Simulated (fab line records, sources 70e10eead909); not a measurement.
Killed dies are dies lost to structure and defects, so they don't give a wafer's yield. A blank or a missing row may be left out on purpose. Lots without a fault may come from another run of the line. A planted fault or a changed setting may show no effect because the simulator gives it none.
fab line records | flow nand_harc
record lots=24 wafers=72 last_day=26
route steps=1159 shown A_CONTACT@857 A_BLC@977
lots that met no fault: from a run of the same line without faults
start_h: hours from the record's first day to the start of the lot's first wafer shown | wait_h: hours since the lot's step before | " the same as in the row above | L1.1+2: a row that stands for several wafers | - no value, or no start given | * or withheld: withheld | < > ~ a bound
route shown NAME@n: a module of which the file shows steps, and the number in the route of the first | usual: mean/standard deviation of fault-free wafers | same: alike in all rows | chamber/n: place in a boat | sites: the reading at each site | _std_site: their standard deviation | _edge_site: outer sites' mean less inner sites' | radius_mm: how far each site lies from the wafer's centre | mask NAME#n: copy n | behind: the tool/chamber that last shaped the wafer | hold: why the lot was held/for how many hours/how that ended | device: the transistor (n, p or np) that didn't switch | end of line: the same wafers' tests at the end of the route | a step without rows: its recipe alone | killed: dies lost to structure and defects at the first sort, not the wafer's yield | map: a wafer's dies, x killed, . not, _ none there
set.NAME: the setting as run; set.NAME@STEP: as run at that earlier step | model.NAME: the simulator's own value behind a step, which no gauge read
steps of the route over a sample of lots; a table a step, a row a wafer
services: from which hour (start_h, from the record's first day; less than 0 if before it) a tool's chamber was out of use, for how many hours, and why
## steps
# step NHARC_A_CONTACT_DESCUM_47
# recipe time_s=3 o2_flow_sccm=200 ar_flow_sccm=0 bias_power_w=0 chemistry=O2
# usual drypump_motor_current_A=5.9/0.55 oes_product_au=1.000/0.01 rf_vpp_V=57.7/0.79 showerhead_plenum_p_Torr=1.91/0.075 throttle_valve_pct=11.312/0.0089
# columns lot.wafer tool chamber start_h wait_h drypump_motor_current_A oes_product_au rf_hours_counter_h rf_vpp_V showerhead_plenum_p_Torr throttle_valve_pct
L074.4 rie_diel-12 0 364.94 0.1 6.7 1.003 56 57.8 1.88 11.297
L074.3 " 1 " " 5.4 0.997 58 57.2 1.95 11.314
L074.5 " 2 " " 5.7 0.992 - 56.8 1.82 11.318
L077.1 rie_diel-01 1 376.56 0.1 5.4 0.994 11 58.5 2.00 11.329
L077.2 " 2 " " 5.1 1.014 10 58.2 1.85 11.317
L077.5 " 1 " " 5.4 0.999 - 58.0 2.00 11.312
L075.3 rie_diel-01 1 378.16 0.1 5.4 0.984 12 56.7 2.00 11.303
L075.4 " 2 " " 5.1 1.020 11 59.1 1.85 11.315
L075.5 " 2 " " 5.1 1.017 - 57.2 1.85 11.318
L076.4 rie_diel-02 0 380.36 0.1 6.6 0.996 13 56.9 1.86 11.305
L076.1 " 1 " " 6.7 0.996 13 57.6 1.87 11.313
L076.3 " 3 " " 6.1 0.999 16 58.2 1.98 11.311
L078.4 rie_diel-02 3 385.55 0.1 6.1 0.998 21 57.2 1.98 11.312
L078.2 " 1 " " 6.7 1.000 17 57.7 1.87 11.317
L078.1 " 2 " " 5.4 0.994 21 58.2 2.07 11.313
L080.3 rie_diel-01 0 402.74 0.1 5.7 1.001 19 57.7 1.89 11.321
L080.2 " 2 " " 5.1 1.016 17 58.7 1.85 11.305
L080.5 " 1 " " 5.4 0.997 - 57.3 1.99 11.309
L079.4 rie_diel-01 1 404.93 0.1 5.4 1.002 19 56.7 1.99 11.332
L079.2 " 3 " " 6.2 0.992 18 56.9 1.85 11.310
L079.5 " 2 " " 5.1 1.005 - 57.3 1.85 11.315
L081.4 rie_diel-02 3 417.38 0.1 6.1 0.989 32 59.1 1.98 11.296
L081.6 " 3 " " 6.1 0.977 - 58.3 1.98 11.310
L081.5 " 0 " " 6.6 0.981 - 55.5 1.85 11.314
L083.4 rie_diel-02 3 419.52 0.1 6.1 1.002 33 57.6 1.98 11.320
L083.2 " 0 " " 6.6 0.995 29 59.7 1.85 11.304
L083.3 " 1 " " 6.7 1.009 30 57.6 1.86 11.315
L084.2 rie_diel-01 3 428.81 0.1 6.2 0.992 22 59.1 1.85 11.331
L084.4 " 1 " " 5.4 0.994 22 58.1 1.99 11.311
L084.6 " 2 " " 5.1 1.010 - 58.7 1.85 11.303
L082.3 rie_diel-02 1 429.10 0.1 6.7 1.007 32 57.8 1.86 11.322
L082.5 " 1 " " 6.7 1.013 - 56.5 1.86 11.295
L082.6 " 2 " " 5.4 0.997 - 58.8 2.06 11.309
L087.2 rie_diel-02 0 443.23 0.1 6.6 0.980 37 57.3 1.85 11.311
L087.4 " 3 " " 6.1 0.988 42 57.4 1.97 11.315
L087.6 " 0 " " 6.6 0.986 - 56.2 1.85 11.305
L085.4 rie_diel-01 2 444.95 0.1 5.1 1.003 23 58.5 1.85 11.314
L085.2 " 3 " " 6.2 0.993 24 57.6 1.85 11.310
L085.6 " 0 " " 5.7 1.008 - 57.3 1.89 11.321
L089.2 rie_diel-02 3 448.69 0.1 6.2 0.988 44 57.5 1.97 11.317
L089.4 " 2 " " 5.4 1.002 44 56.8 2.06 11.303
L089.5 " 3 " " 6.1 0.988 - 58.2 1.97 11.295
L086.3 rie_diel-02 0 450.57 0.1 6.5 0.996 41 58.2 1.85 11.309
L086.2 " 2 " " 5.4 1.005 45 58.7 2.06 11.304
L086.6 " 0 " " 6.6 0.998 - 59.4 1.85 11.287
L090.2 rie_diel-12 0 463.48 0.1 6.7 1.006 11 57.7 1.87 11.317
L090.6 " 0 " " 6.7 1.008 - 57.5 1.87 11.299
L090.5 " 1 " " 5.4 1.023 - 58.0 1.94 11.322
L088.1 rie_diel-01 2 464.86 0.1 5.1 1.015 28 57.4 1.84 11.307
L088.2 " 0 " " 5.6 1.003 30 58.1 1.89 11.308
L088.5 " 1 " " 5.3 0.999 - 57.7 1.99 11.321
L091.3 rie_diel-02 1 474.56 0.1 6.7 0.993 52 57.0 1.86 11.308
L091.2 " 2 " " 5.4 1.006 57 57.9 2.06 11.323
L091.6 " 0 " " 6.6 0.979 - 57.7 1.85 11.323
L092.4 rie_diel-01 0 474.70 0.1 5.7 1.006 32 57.6 1.89 11.297
L092.1 " 1 " " 5.4 0.997 31 57.8 1.99 11.299
L092.3 " 2 " " 5.1 1.020 30 56.5 1.84 11.318
L094.2 rie_diel-01 0 491.64 0.1 5.6 1.009 34 59.3 1.89 11.319
L094.3 " 1 " " 5.4 1.006 33 58.0 1.99 11.297
L094.1 " 3 " " 6.2 0.999 33 58.2 1.85 11.313
L093.1 rie_diel-02 3 493.84 0.1 6.1 1.001 63 58.9 1.97 11.302
L093.2 " 1 " " 6.7 0.987 58 56.8 1.86 11.322
L093.5 " 0 " " 6.6 0.981 - 57.6 1.84 11.298
L095.3 rie_diel-02 2 498.13 1.2 5.4 1.010 65 57.8 2.05 11.306
L095.2 " 3 " " 6.1 1.006 66 57.3 1.97 11.302
L095.6 " 1 " " 6.7 0.996 - 57.1 1.85 11.310
L096.2 rie_diel-01 3 517.64 0.1 6.2 0.996 2 56.7 1.85 11.321
L096.3 " 1 " " 5.4 1.008 2 57.6 1.99 11.307
L096.6 " 0 " " 5.7 1.000 - 58.8 1.89 11.338
L097.2 rie_diel-01 2 529.98 0.1 5.1 1.021 5 57.4 1.84 11.301
L097.4 " 3 " " 6.2 0.998 5 57.8 1.84 11.315
L097.6 " 2 " " 5.1 1.018 - 57.7 1.84 11.307
# step NHARC_A_CONTACT_DEP_57
# recipe target_thk_a=28000 temp_c=400 material=aC
# usual throttle_valve_pct=35.000/0.0091
# columns lot.wafer tool chamber start_h wait_h throttle_valve_pct
L074.3 acl_dep-01 0 371.10 - 35.016
L074.4 " 0 " " 34.993
L074.5 " 0 " " 35.002
L077.1 acl_dep-03 0 380.78 - 34.992
L077.2 " 0 " " 35.006
L077.5 " 0 " " 34.993
L075.3 acl_dep-01 0 383.28 - 35.004
L075.4 " 0 " " 34.995
L075.5 " 0 " " 35.022
L076.1 acl_dep-01 0 387.53 - 35.000
L076.3 " 0 " " 34.995
L076.4 " 0 " " 34.989
L078.1 acl_dep-01 0 389.99 - 35.008
L078.2 " 0 " " 35.005
L078.4 " 0 " " 35.000
L080.2 acl_dep-02 0 408.08 - 35.006
L080.3 " 0 " " 34.985
L080.5 " 0 " " 34.998
L079.2 acl_dep-01 0 410.29 - 34.987
L079.4 " 0 " " 35.003
L079.5 " 0 " " 35.003
L081.4 acl_dep-03 0 423.04 - 34.988
L081.5 " 0 " " 34.994
L081.6 " 0 " " 34.988
L083.2 acl_dep-02 0 424.12 - 34.989
L083.3 " 0 " " 35.016
L083.4 " 0 " " 34.993
L084.2 acl_dep-03 0 433.42 - 35.004
L084.4 " 0 " " 34.995
L084.6 " 0 " " 35.005
L082.3 acl_dep-01 0 434.41 - 34.999
L082.5 " 0 " " 34.997
L082.6 " 0 " " 35.009
L087.2 acl_dep-03 0 448.05 - 34.990
L087.4 " 0 " " 35.010
L087.6 " 0 " " 34.999
L085.2 acl_dep-02 0 450.05 - 34.998
L085.4 " 0 " " 35.000
L085.6 " 0 " " 34.997
L089.2 acl_dep-01 0 453.52 - 34.998
L089.4 " 0 " " 35.012
L089.5 " 0 " " 34.990
L086.2 acl_dep-02 0 456.48 - 35.015
L086.3 " 0 " " 34.995
L086.6 " 0 " " 34.994
L090.2 acl_dep-03 0 468.01 - 35.003
L090.5 " 0 " " 35.002
L090.6 " 0 " " 34.991
L088.1 acl_dep-01 0 469.75 - 34.998
L088.2 " 0 " " 34.998
L088.5 " 0 " " 35.000
L091.2 acl_dep-03 0 482.15 - 35.008
L091.3 " 0 " " 35.010
L091.6 " 0 " " 34.999
L092.1 acl_dep-02 0 483.32 - 34.984
L092.3 " 0 " " 34.999
L092.4 " 0 " " 35.002
L094.1 acl_dep-01 0 496.66 - 34.989
L094.2 " 0 " " 34.998
L094.3 " 0 " " 34.992
L093.1 acl_dep-03 0 500.75 - 34.994
L093.2 " 0 " " 34.991
L093.5 " 0 " " 35.009
L095.2 acl_dep-01 0 503.41 - 34.987
L095.3 " 0 " " 35.002
L095.6 " 0 " " 35.007
L096.2 acl_dep-02 0 522.36 - 35.012
L096.3 " 0 " " 35.006
L096.6 " 0 " " 34.994
L097.2 acl_dep-01 0 537.73 - 34.995
L097.4 " 0 " " 35.010
L097.6 " 0 " " 35.004
# step NHARC_A_CONTACT_ETCH_124
# recipe source_w=withheld pressure_mtorr=20 bias_v=withheld time_s=140 target_depth_a=7000 ar_flow_sccm=withheld c4f8_flow_sccm=withheld o2_flow_sccm=withheld chemistry=C4F8/O2/Ar
# columns lot.wafer tool chamber start_h wait_h rf_hours_counter_h
L074.3 har_cap_etch-01 0 374.41 - -
L074.4 " 1 " " -
L074.5 " 0 " " -
L077.1 har_cap_etch-03 1 384.49 - 83
L077.2 " 0 " " 83
L077.5 " 0 " " -
L075.3 har_cap_etch-02 1 386.55 - -
L075.4 " 0 " " -
L075.5 " 0 " " -
L076.1 har_cap_etch-02 1 391.44 - 13
L076.4 " 1 " " -
L076.3 " 0 " " -
L078.2 har_cap_etch-03 1 393.98 - 85
L078.1 " 0 " " 85
L078.4 " 0 " " -
L080.2 har_cap_etch-01 1 411.68 - 62
L080.3 " 1 " " -
L080.5 " 1 " " -
L079.2 har_cap_etch-03 1 413.69 - 87
L079.4 " 0 " " -
L079.5 " 1 " " -
L081.4 har_cap_etch-02 0 426.11 - -
L081.5 " 1 " " -
L081.6 " 0 " " -
L083.2 har_cap_etch-03 0 427.61 - 90
L083.4 " 0 " " -
L083.3 " 1 " " -
L084.2 har_cap_etch-02 1 437.26 - 20
L084.4 " 1 " " -
L084.6 " 1 " " -
L082.3 har_cap_etch-01 1 438.58 - -
L082.5 " 1 " " -
L082.6 " 0 " " -
L087.2 har_cap_etch-01 1 451.41 - 68
L087.4 " 1 " " -
L087.6 " 1 " " -
L085.2 har_cap_etch-03 1 453.54 - 95
L085.4 " 0 " " -
L085.6 " 0 " " -
L089.2 har_cap_etch-01 0 457.09 - 69
L089.4 " 1 " " -
L089.5 " 1 " " -
L086.2 har_cap_etch-03 1 460.10 - 96
L086.3 " 0 " " -
L086.6 " 0 " " -
L090.2 har_cap_etch-02 0 471.90 - 27
L090.6 " 0 " " -
L090.5 " 1 " " -
L088.2 har_cap_etch-03 1 473.66 - 99
L088.1 " 0 " " 99
L088.5 " 1 " " -
L091.2 har_cap_etch-02 0 485.60 - 29
L091.3 " 0 " " -
L091.6 " 0 " " -
L092.1 har_cap_etch-03 0 487.65 - 101
L092.4 " 0 " " -
L092.3 " 1 " " -
L094.2 har_cap_etch-03 0 501.38 - 103
L094.1 " 1 " " 103
L094.3 " 0 " " -
L093.1 har_cap_etch-02 0 504.70 - 32
L093.2 " 1 " " 32
L093.5 " 1 " " -
L095.2 har_cap_etch-01 1 506.95 - 77
L095.3 " 0 " " -
L095.6 " 0 " " -
L096.2 har_cap_etch-03 0 526.83 - 106
L096.3 " 1 " " -
L096.6 " 1 " " -
L097.2 har_cap_etch-03 1 541.23 - 110
L097.4 " 0 " " -
L097.6 " 0 " " -
# step NHARC_A_CONTACT_CD_MEAS_80
# usual cd_nm=189.5/0.6
# columns lot.wafer tool chamber start_h wait_h cd_nm
L074.3 cd_sem-01 - 376.46 - 188.7
L074.4 " - " " 189.1
L074.5 " - " " 189.5
L077.1 cd_sem-01 - 386.61 - 189.6
L077.2 " - " " 189.9
L077.5 " - " " 189.1
L075.3 cd_sem-02 - 388.61 - 189.7
L075.4 " - " " 189.6
L075.5 " - " " 189.6
L076.1 cd_sem-01 - 393.56 - 189.4
L076.3 " - " " 189.8
L076.4 " - " " 189.5
L078.1 cd_sem-03 - 396.53 - 188.8
L078.2 " - " " 189.2
L078.4 " - " " 189.6
L080.2 cd_sem-03 - 413.80 - 189.3
L080.3 " - " " 189.6
L080.5 " - " " 189.5
L079.2 cd_sem-01 - 415.76 - 189.5
L079.4 " - " " 190.3
L079.5 " - " " 190.6
L081.4 cd_sem-03 - 428.15 - 189.5
L081.5 " - " " 190.6
L081.6 " - " " 189.5
L083.2 cd_sem-03 - 430.28 - 189.1
L083.3 " - " " 188.0
L083.4 " - " " 188.1
L084.2 cd_sem-02 - 439.39 - 189.5
L084.4 " - " " 188.7
L084.6 " - " " 188.9
L082.3 cd_sem-01 - 440.63 - 188.6
L082.5 " - " " 189.5
L082.6 " - " " 189.4
L087.2 cd_sem-01 - 453.63 - 188.7
L087.4 " - " " 188.7
L087.6 " - " " 189.0
L085.2 cd_sem-01 - 455.74 - 189.8
L085.4 " - " " 189.5
L085.6 " - " " 189.1
L089.2 cd_sem-02 - 459.23 - 189.7
L089.4 " - " " 189.5
L089.5 " - " " 189.9
L086.2 cd_sem-01 - 462.73 - 189.8
L086.3 " - " " 189.9
L086.6 " - " " 190.0
L090.2 cd_sem-02 - 474.02 - 190.3
L090.5 " - " " 190.3
L090.6 " - " " 189.7
L088.1 cd_sem-01 - 475.81 - 189.7
L088.2 " - " " 189.2
L088.5 " - " " 189.5
L091.2 cd_sem-02 - 487.73 - 189.8
L091.3 " - " " 188.8
L091.6 " - " " 189.0
L092.1 cd_sem-02 - 489.79 - 191.2
L092.3 " - " " 190.0
L092.4 " - " " 190.4
L094.1 cd_sem-02 - 503.50 - 189.9
L094.2 " - " " 189.5
L094.3 " - " " 189.1
L093.1 cd_sem-03 - 507.10 - 189.0
L093.2 " - " " 189.7
L093.5 " - " " 188.9
L095.2 cd_sem-02 - 509.03 - 189.3
L095.3 " - " " 189.4
L095.6 " - " " 189.7
L096.2 cd_sem-03 - 528.95 - 190.1
L096.3 " - " " 189.9
L096.6 " - " " 189.5
L097.2 cd_sem-03 - 543.33 - 188.8
L097.4 " - " " 188.2
L097.6 " - " " 189.3
# step NHARC_A_CONTACT_ETCH_98
# recipe target_depth_a=200 over_etch_frac=0.5 time_s=10 ion_energy_ev=250 c4f6_flow_sccm=25 o2_flow_sccm=20 ar_flow_sccm=500 rf_w=600 bias_w=500 chemistry=C4F6/O2
# usual drypump_motor_current_A=5.7/0.48 oes_product_au=0.958/0.019 rf_vpp_V=545.9/2.5 showerhead_plenum_p_Torr=3.88/0.12 throttle_valve_pct=26.902/0.0095
# columns lot.wafer tool chamber start_h wait_h drypump_motor_current_A oes_product_au rf_hours_counter_h rf_vpp_V showerhead_plenum_p_Torr throttle_valve_pct
L074.4 rie_diel-01 1 - - 5.4 0.957 13 548.5 4.08 26.922
L074.3 " 3 " " 6.2 0.935 14 544.8 3.81 26.903
L074.5 " 1 " " 5.4 0.963 - 548.6 4.08 26.909
L077.1 rie_diel-12 2 - - 5.6 0.994 1 542.6 3.74 26.896
L077.2 " 1 " " 5.4 1.010 1 548.9 3.98 26.873
L077.5 " 2 " " 5.6 0.994 - 543.7 3.74 26.903
L075.3 rie_diel-02 1 - - 6.7 1.007 20 546.1 3.84 26.919
L075.4 " 2 " " 5.4 1.000 24 552.2 4.21 26.925
L075.5 " 0 " " 6.5 0.998 - 545.5 3.82 26.913
L076.3 rie_diel-01 3 - - 6.2 0.929 17 543.8 3.81 26.905
L076.1 " 0 " " 5.7 0.951 18 546.1 3.88 26.882
L076.4 " 1 " " 5.4 0.939 18 550.5 4.07 26.901
L078.4 rie_diel-01 3 - - 6.2 0.969 18 544.1 3.81 26.898
L078.1 " 1 " " 5.4 0.960 18 549.9 4.07 26.898
L078.2 " 2 " " 5.1 0.958 18 544.2 3.80 26.889
L080.2 rie_diel-01 2 - - 5.1 0.958 20 544.3 3.80 26.892
L080.3 " 3 " " 6.2 0.928 21 543.9 3.80 26.915
L080.5 " 0 " " 5.7 0.957 - 545.4 3.88 26.903
L079.2 rie_diel-12 1 432.47 0.1 5.4 0.972 15 549.3 3.97 26.906
L079.5 " 1 " " 5.4 0.965 - 547.4 3.97 26.898
L079.4 " 3 " " 5.9 0.953 - 543.0 3.79 26.897
L081.5 rie_diel-01 0 433.67 0.2 5.7 0.967 - 545.7 3.88 26.914
L081.6 " 2 " " 5.1 0.964 - 545.7 3.80 26.913
L081.4 " 3 " " 6.2 0.970 - 545.0 3.80 26.908
L083.2 rie_diel-01 1 - - 5.4 0.934 23 549.8 4.07 26.898
L083.4 " 2 " " 5.1 0.938 22 544.0 3.80 26.909
L083.3 " 3 " " 6.2 0.939 23 544.0 3.80 26.901
L084.2 rie_diel-12 2 446.05 0.1 5.7 0.935 20 541.7 3.73 26.915
L084.4 " 1 " " 5.3 0.967 - 546.1 3.97 26.896
L084.6 " 2 " " 5.7 0.942 - 541.2 3.73 26.909
L082.3 rie_diel-01 1 - - 5.4 0.932 25 551.0 4.07 26.891
L082.5 " 1 " " 5.4 0.927 - 548.4 4.07 26.912
L082.6 " 2 " " 5.1 0.949 - 544.0 3.80 26.904
L087.4 rie_diel-12 0 - - 6.7 0.969 10 544.2 3.85 26.897
L087.2 " 2 " " 5.6 0.993 25 542.6 3.72 26.916
L087.6 " 0 " " 6.7 0.974 - 544.8 3.85 26.897
L085.4 rie_diel-01 0 - - 5.7 0.950 29 546.3 3.88 26.907
L085.2 " 1 " " 5.4 0.945 28 549.3 4.07 26.916
L085.6 " 3 " " 6.2 0.925 - 546.6 3.80 26.893
L089.2 rie_diel-01 1 - - 5.4 0.956 30 548.9 4.07 26.907
L089.4 " 3 " " 6.2 0.948 30 545.5 3.80 26.905
L089.5 " 0 " " 5.7 0.954 - 545.9 3.88 26.894
L086.3 rie_diel-01 2 - - 5.1 0.974 29 543.9 3.79 26.907
L086.2 " 3 " " 6.2 0.950 30 544.4 3.80 26.912
L086.6 " 1 " " 5.4 0.944 - 549.0 4.07 26.888
L090.2 rie_diel-01 2 - - 5.1 0.955 31 543.1 3.79 26.910
L090.6 " 3 " " 6.2 0.954 - 543.9 3.80 26.902
L090.5 " 0 " " 5.7 0.945 - 546.0 3.88 26.892
L088.2 rie_diel-01 0 - - 5.7 0.943 33 545.1 3.88 26.912
L088.1 " 1 " " 5.4 0.951 32 550.0 4.07 26.893
L088.5 " 3 " " 6.2 0.937 - 545.1 3.80 26.920
L091.3 rie_diel-12 1 - - 5.4 0.969 37 546.7 3.96 26.899
L091.2 " 3 " " 5.8 0.956 38 542.9 3.77 26.916
L091.6 " 0 " " 6.8 0.950 - 544.3 3.84 26.883
L092.3 rie_diel-12 1 - - 5.3 0.981 37 547.9 3.96 26.889
L092.4 " 3 " " 5.9 0.966 38 543.9 3.77 26.909
L092.1 " 0 " " 6.7 0.972 23 545.2 3.84 26.907
L094.3 rie_diel-01 2 - - 5.1 0.963 1 544.6 3.79 26.891
L094.1 " 0 " " 5.7 0.943 1 544.5 3.87 26.910
L094.2 " 1 " " 5.4 0.946 1 549.9 4.06 26.905
L093.1 rie_diel-01 2 - - 5.1 0.964 2 544.5 3.79 26.910
L093.2 " 1 " " 5.4 0.962 2 550.9 4.06 26.897
L093.5 " 3 " " 6.3 0.946 - 544.4 3.80 26.892
L095.3 rie_diel-01 3 - - 6.2 0.956 2 543.5 3.80 26.910
L095.2 " 1 " " 5.4 0.953 2 550.2 4.06 26.903
L095.6 " 0 " " 5.6 0.939 - 546.8 3.87 26.896
L096.2 rie_diel-02 1 - - 6.7 0.972 8 545.0 3.81 26.900
L096.3 " 2 " " 5.4 0.954 8 551.5 4.18 26.892
L096.6 " 1 " " 6.7 0.972 - 542.7 3.81 26.895
L097.4 rie_diel-02 3 - - 6.1 0.937 15 548.6 4.01 26.901
L097.2 " 0 " " 6.6 0.944 14 544.8 3.78 26.909
L097.6 " 2 " " 5.4 0.936 - 552.0 4.17 26.892
# step NHARC_A_BLC_DESCUM_15
# recipe time_s=3 o2_flow_sccm=200 ar_flow_sccm=0 bias_power_w=0 chemistry=O2
# usual drypump_motor_current_A=6.0/0.46 oes_product_au=1.005/0.0096 rf_vpp_V=57.9/0.99 showerhead_plenum_p_Torr=1.94/0.09 throttle_valve_pct=11.311/0.0096
# columns lot.wafer tool chamber start_h wait_h drypump_motor_current_A oes_product_au rf_hours_counter_h rf_vpp_V showerhead_plenum_p_Torr throttle_valve_pct
L074.3 rie_diel-05 0 385.99 0.1 5.2 1.015 3 55.2 1.78 11.299
L074.4 " 1 " " 5.8 1.004 5 58.0 1.93 11.311
L074.5 " 0 " " 5.2 1.005 - 57.7 1.78 11.298
L077.1 rie_diel-06 3 401.62 0.1 6.3 1.005 15 57.4 1.99 11.324
L077.2 " 0 " " 6.4 1.017 15 55.6 1.93 11.316
L077.5 " 3 " " 6.3 1.011 - 57.2 1.99 11.317
L075.3 rie_diel-05 1 402.25 0.1 5.8 0.989 6 57.8 1.93 11.307
L075.4 " 2 " " 6.3 0.985 6 58.9 2.03 11.308
L075.5 " 0 " " 5.2 0.998 - 57.3 1.78 11.311
L076.1 rie_diel-05 1 405.61 0.1 5.9 1.011 7 58.3 1.93 11.294
L076.4 " 2 " " 6.3 1.004 7 56.0 2.03 11.306
L076.3 " 0 " " 5.2 1.016 6 57.4 1.78 11.306
L078.4 rie_diel-06 2 407.30 0.1 6.0 1.013 13 58.2 1.90 11.312
L078.1 " 3 " " 6.4 1.001 16 58.2 1.99 11.317
L078.2 " 0 " " 6.4 1.022 15 58.8 1.93 11.307
L080.3 rie_diel-05 3 426.08 0.1 6.4 1.011 7 57.4 2.05 11.316
L080.2 " 1 " " 5.9 1.003 9 58.2 1.93 11.314
L080.5 " 0 " " 5.2 1.006 - 56.9 1.78 11.303
L079.2 rie_diel-05 3 435.82 0.1 6.3 1.013 9 57.8 2.05 11.312
L079.4 " 0 " " 5.2 1.009 10 54.9 1.78 11.298
L079.5 " 0 " " 5.2 1.005 - 57.4 1.78 11.314
L081.4 rie_diel-06 0 441.78 0.1 6.4 1.002 2 57.7 1.93 11.307
L081.5 " 2 " " 6.0 1.013 - 56.7 1.89 11.299
L081.6 " 3 " " 6.3 1.000 - 59.2 1.99 11.318
L083.3 rie_diel-06 2 444.45 0.1 6.0 1.020 2 57.5 1.89 11.312
L083.2 " 0 " " 6.3 0.997 2 57.8 1.93 11.289
L083.4 " 1 " " 5.4 1.023 2 57.3 1.98 11.315
L084.2 rie_diel-06 2 450.27 0.1 6.0 1.011 3 58.2 1.89 11.295
L084.4 " 3 " " 6.3 1.002 3 57.9 1.99 11.301
L084.6 " 1 " " 5.3 1.018 - 57.8 1.98 11.307
L082.3 rie_diel-05 2 451.17 0.1 6.3 0.996 13 58.0 2.03 11.314
L082.5 " 2 " " 6.3 0.994 - 58.5 2.03 11.309
L082.6 " 3 " " 6.4 1.015 - 59.8 2.05 11.333
L087.4 rie_diel-11 1 464.36 0.1 5.3 0.999 36 59.1 1.96 11.301
L087.2 " 2 " " 5.5 1.003 30 56.7 1.82 11.309
L087.6 " 0 " " 6.2 1.008 - 57.9 2.07 11.317
L085.2 rie_diel-06 0 465.26 0.1 6.5 0.998 4 59.6 1.93 11.295
L085.4 " 1 " " 5.3 0.995 4 59.9 1.98 11.318
L085.6 " 0 " " 6.4 1.010 - 56.9 1.93 11.303
L089.4 rie_diel-05 1 471.36 0.1 5.8 1.005 15 58.2 1.93 11.303
L089.2 " 3 " " 6.4 1.000 14 59.3 2.05 11.319
L089.5 " 1 " " 5.8 0.997 - 58.2 1.93 11.320
L086.2 rie_diel-06 3 471.61 0.1 6.3 0.982 5 57.8 1.99 11.315
L086.3 " 1 " " 5.4 1.003 5 55.9 1.98 11.310
L086.6 " 0 " " 6.4 0.994 - 58.3 1.93 11.327
L090.2 rie_diel-05 1 491.94 0.1 5.9 0.992 17 58.0 1.92 11.314
L090.5 " 3 " " 6.4 0.997 - 58.4 2.05 11.300
L090.6 " 0 " " 5.2 1.007 - 55.7 1.77 11.327
L088.1 rie_diel-05 0 495.48 0.1 5.2 1.006 16 56.1 1.77 11.328
L088.2 " 1 " " 5.8 1.000 18 58.0 1.93 11.298
L088.5 " 3 " " 6.4 0.999 - 58.6 2.05 11.329
L091.2 rie_diel-06 0 502.26 0.1 6.4 1.002 7 58.4 1.93 11.326
L091.3 " 2 " " 6.0 1.009 7 57.8 1.89 11.308
L091.6 " 1 " " 5.3 1.007 - 57.0 1.98 11.308
L092.1 rie_diel-11 1 502.86 0.1 5.3 1.001 50 58.6 1.96 11.320
L092.4 " 2 " " 5.5 1.007 44 58.2 1.82 11.299
L092.3 " 3 " " 6.4 1.011 49 57.6 1.83 11.321
L094.1 rie_diel-05 0 513.61 0.1 5.2 1.010 19 58.4 1.77 11.314
L094.3 " 1 " " 5.9 1.010 20 58.9 1.92 11.324
L094.2 " 2 " " 6.3 0.987 20 57.2 2.03 11.320
L093.2 rie_diel-05 0 516.21 0.1 5.2 1.012 19 57.2 1.77 11.303
L093.1 " 2 " " 6.4 0.992 20 57.9 2.03 11.312
L093.5 " 0 " " 5.2 1.005 - 55.8 1.77 11.318
L095.3 rie_diel-11 3 525.07 0.1 6.4 1.007 56 57.5 1.83 11.312
L095.2 " 2 " " 5.5 1.014 52 56.9 1.82 11.290
L095.6 " 3 " " 6.4 1.010 - 59.2 1.83 11.318
L096.2 rie_diel-06 1 541.31 0.1 5.3 1.009 9 57.7 1.98 11.302
L096.3 " 0 " " 6.4 1.001 10 56.8 1.93 11.311
L096.6 " 1 " " 5.4 0.997 - 58.3 1.98 11.317
L097.4 rie_diel-05 1 564.85 0.1 5.8 1.002 3 56.2 1.92 11.326
L097.2 " 3 " " 6.4 1.021 3 58.2 2.04 11.309
L097.6 " 1 " " 5.9 1.005 - 60.2 1.92 11.317
## services
# columns tool chamber start_h hours kind
rie_diel-06 2 341.90 8.8 repair
rie_diel-06 1 343.08 5.3 repair
acl_dep-02 - 349.58 13.0 pm
rie_diel-06 0 353.39 3.1 repair
rie_diel-06 2 360.25 8.9 repair
rie_diel-12 - 379.62 9.0 pm
acl_dep-03 - 405.51 13.0 pm
rie_diel-12 0 412.71 46.5 repair
rie_diel-06 - 418.20 9.0 pm
har_cap_etch-01 - 420.51 0.6 repair
rie_diel-01 1 432.22 3.1 repair
acl_dep-01 - 475.59 13.0 pm
rie_diel-05 - 480.65 0.8 repair
rie_diel-01 2 485.49 7.9 repair
rie_diel-01 - 492.13 9.0 pm
rie_diel-02 - 505.00 9.0 pm
rie_diel-05 3 512.56 1.2 repair
rie_diel-05 - 517.67 9.0 pm
rie_diel-12 1 525.96 3.7 repair
rie_diel-05 2 533.69 13.7 repair
rie_diel-12 0 544.56 18.8 repair
har_cap_etch-03 - 545.00 17.0 pm
acl_dep-01 - 552.94 3.6 repair
rie_diel-12 - 557.63 9.0 pm
## key
fault none
